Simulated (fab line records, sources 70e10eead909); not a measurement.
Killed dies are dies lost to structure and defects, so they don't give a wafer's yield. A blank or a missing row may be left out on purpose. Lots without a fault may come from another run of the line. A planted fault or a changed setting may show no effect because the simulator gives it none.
Which tool did it? | flow nand_harc | 11 lots, 33 wafers sampled, at 5 steps of a route of 1159

WHAT THE GAUGES READ, wafer by wafer
NHARC_HYBRID_BOND_OVL_MEAS_05.
lot  | measured     | on         | overlay_x_nm (nm) | overlay_y_nm (nm)
L829 | day 19 01:16 | overlay-01 | 47 8 41           | -6 -56 -20
L831 | day 19 01:16 | overlay-01 | 2 -69 31          | 35 18 -67
L834 | day 19 18:04 | overlay-02 | 17 -57 -7         | -45 -8 -9
L837 | day 20 14:10 | overlay-01 | 1 14 17           | -17 9 -3
L838 | day 20 18:38 | overlay-01 | -63 12 -23        | -4 -29 95
L841 | day 21 08:07 | overlay-01 | -46 4 24          | -20 -12 5
L845 | day 21 19:32 | overlay-02 | 11 -20 44         | 10 -16 61
L844 | day 22 00:11 | overlay-01 | -21 27 -9         | 3 -12 4
L846 | day 23 00:48 | overlay-01 | -45 -28 23        | 1 10 18
L848 | day 23 00:49 | overlay-01 | -1 17 47          | -16 -25 8
L852 | day 24 01:51 | overlay-02 | 63 29 -23         | 37 -40 -11

NHARC_END_SORT_01.
lot  | measured     | on        | killed_at_array | killed_at_other | killed_at_periphery | killed_dies | killed_open | killed_short
L837 | day 21 10:14 | prober-01 | 93 95 83        | 0 0 0           | 1 0 0               | 94 95 83    | 6 1 2       | 2 0 1
L838 | day 21 17:55 | prober-01 | 76 80 76        | 0 0 0           | 5 7 3               | 81 87 79    | 4 2 1       | 2 0 1

WHICH TOOL RAN EACH LOT (tool, then ch and the chambers of the sampled wafers, then the start)
lot  | NHARC_A_ONON_D1_DEP_19           | NHARC_A_BONDPAD_DESCUM_11          | NHARC_THIN_TSV_STRIP_45
L829 | pecvd_onon-03 ch 0, day 8 02:50  | rie_diel-01 ch 0,1,3, day 18 13:54 | plasma_asher-01 ch 0, day 19 07:37
L831 | pecvd_onon-01 ch 0, day 8 02:57  | rie_diel-01 ch 0,1,3, day 18 11:52 | plasma_asher-02 ch 0,1, day 19 06:29
L834 | pecvd_onon-02 ch 0, day 9 07:51  | rie_diel-01 ch 0,3, day 19 06:04   | plasma_asher-02 ch 0,1, day 19 23:12
L837 | pecvd_onon-03 ch 0, day 9 18:02  | rie_diel-01 ch 0,1,2, day 20 01:35 | plasma_asher-02 ch 0,1, day 20 17:59
L838 | pecvd_onon-03 ch 0, day 10 08:50 | rie_diel-13 ch 0,1,3, day 20 06:52 | plasma_asher-01 ch 0,1, day 20 22:28
L841 | pecvd_onon-01 ch 0, day 11 02:06 | rie_diel-01 ch 1,3, day 20 21:40   | plasma_asher-02 ch 0,1, day 21 13:14
L845 | pecvd_onon-02 ch 0, day 11 22:07 | rie_diel-09 ch 0,1, day 21 07:53   | plasma_asher-02 ch 0,1, day 22 00:25
L844 | pecvd_onon-01 ch 0, day 11 22:08 | rie_diel-01 ch 0,1,3, day 21 11:02 | plasma_asher-01 ch 0,1, day 22 03:50
L846 | pecvd_onon-02 ch 0, day 12 11:28 | rie_diel-01 ch 0,1,2, day 22 13:31 | plasma_asher-02 ch 0,1, day 23 05:43
L848 | pecvd_onon-01 ch 0, day 13 00:35 | rie_diel-09 ch 0,2,3, day 22 14:29 | plasma_asher-02 ch 0,1, day 23 08:14
L852 | pecvd_onon-01 ch 0, day 13 07:18 | rie_diel-01 ch 0,1,3, day 23 13:11 | plasma_asher-01 ch 0,1, day 24 05:44
- NHARC_A_ONON_D1_DEP_19: target thk 1000 nm.
- NHARC_A_BONDPAD_DESCUM_11: chemistry O2, time 3 s.
- NHARC_THIN_TSV_STRIP_45: strips in O2.

WHAT THE TOOLS THEMSELVES READ (means of the sampled wafers that have a number; where no wafer has one, the mark that the record gives instead)
NHARC_A_BONDPAD_DESCUM_11.
lot  | tool        | drypump_motor_current_A (A) | mfc_ar_sccm (sccm) | o2_flow_sccm (sccm) | oes_product_au (a.u.) | rf_vpp_V (V) | showerhead_plenum_p_Torr (Torr) | throttle_valve_pct (%)
L829 | rie_diel-01 | 5.7                         | 0.019              | 200.3               | 0.997                 | 57.6         | 1.87                            | 11.303
L831 | rie_diel-01 | 5.7                         | 0.019              | 199.7               | 1.005                 | 57.9         | 1.87                            | 11.317
L834 | rie_diel-01 | 5.4                         | 0.015              | 200.9               | 0.989                 | 57.9         | 1.87                            | 11.308
L837 | rie_diel-01 | 5.9                         | 0.021              | 200.4               | 0.999                 | 57.3         | 1.79                            | 11.321
L838 | rie_diel-13 | 5.6                         | 0.012              | 199.4               | 0.995                 | 56.9         | 1.89                            | 11.306
L841 | rie_diel-01 | 5.8                         | 0.014              | 199.7               | 0.990                 | 58.3         | 1.95                            | 11.311
L845 | rie_diel-09 | 6.3                         | 0.004              | 200.3               | 0.990                 | 58.1         | 1.98                            | 11.313
L844 | rie_diel-01 | 5.7                         | 0.019              | 200.1               | 1.002                 | 57.9         | 1.87                            | 11.314
L846 | rie_diel-01 | 5.9                         | 0.021              | 200.1               | 1.000                 | 58.1         | 1.79                            | 11.313
L848 | rie_diel-09 | 5.5                         | 0.018              | 199.8               | 1.004                 | 57.0         | 1.91                            | 11.305
L852 | rie_diel-01 | 5.7                         | 0.019              | 199.9               | 0.990                 | 57.6         | 1.87                            | 11.316

NHARC_THIN_TSV_STRIP_45.
lot  | tool            | drypump_motor_current_A (A) | heater_power_w (W)
L829 | plasma_asher-01 | 5.8                         | 376
L831 | plasma_asher-02 | 6.3                         | 349
L834 | plasma_asher-02 | 6.0                         | 336
L837 | plasma_asher-02 | 6.1                         | 335
L838 | plasma_asher-01 | 5.4                         | 385
L841 | plasma_asher-02 | 6.3                         | 347
L845 | plasma_asher-02 | 6.3                         | 356
L844 | plasma_asher-01 | 5.1                         | 409
L846 | plasma_asher-02 | 6.1                         | 339
L848 | plasma_asher-02 | 6.3                         | 343
L852 | plasma_asher-01 | 5.5                         | 391

THE ANSWER, worked out from the rows above alone
Rule: what is usual is taken from the lots themselves. Put in order of their means at a reading, lots are off if they are a third of the lots or fewer, leave a main group of 4 or more, and stand apart from it by a gap of 3 or more times the standard deviation of the main group's means; of several such gaps the widest counts. A main group whose means are all the same, to the digits that the tables above print for the reading, isn't used. A lot without any number at a reading at which 4 lots or more have one is off too. The other lots that the step has rows for count as sound. The gauges are gone through in route order, then the tools' own readings, and for those a lot's mean is taken as printed above. The first step at which some lot is off is used, and at that step the reading that is off furthest; a lot without a number counts as furthest.
No lot is off at any reading shown: from this, nothing can be told.

WHAT THE SIMULATOR HAD PUT IN
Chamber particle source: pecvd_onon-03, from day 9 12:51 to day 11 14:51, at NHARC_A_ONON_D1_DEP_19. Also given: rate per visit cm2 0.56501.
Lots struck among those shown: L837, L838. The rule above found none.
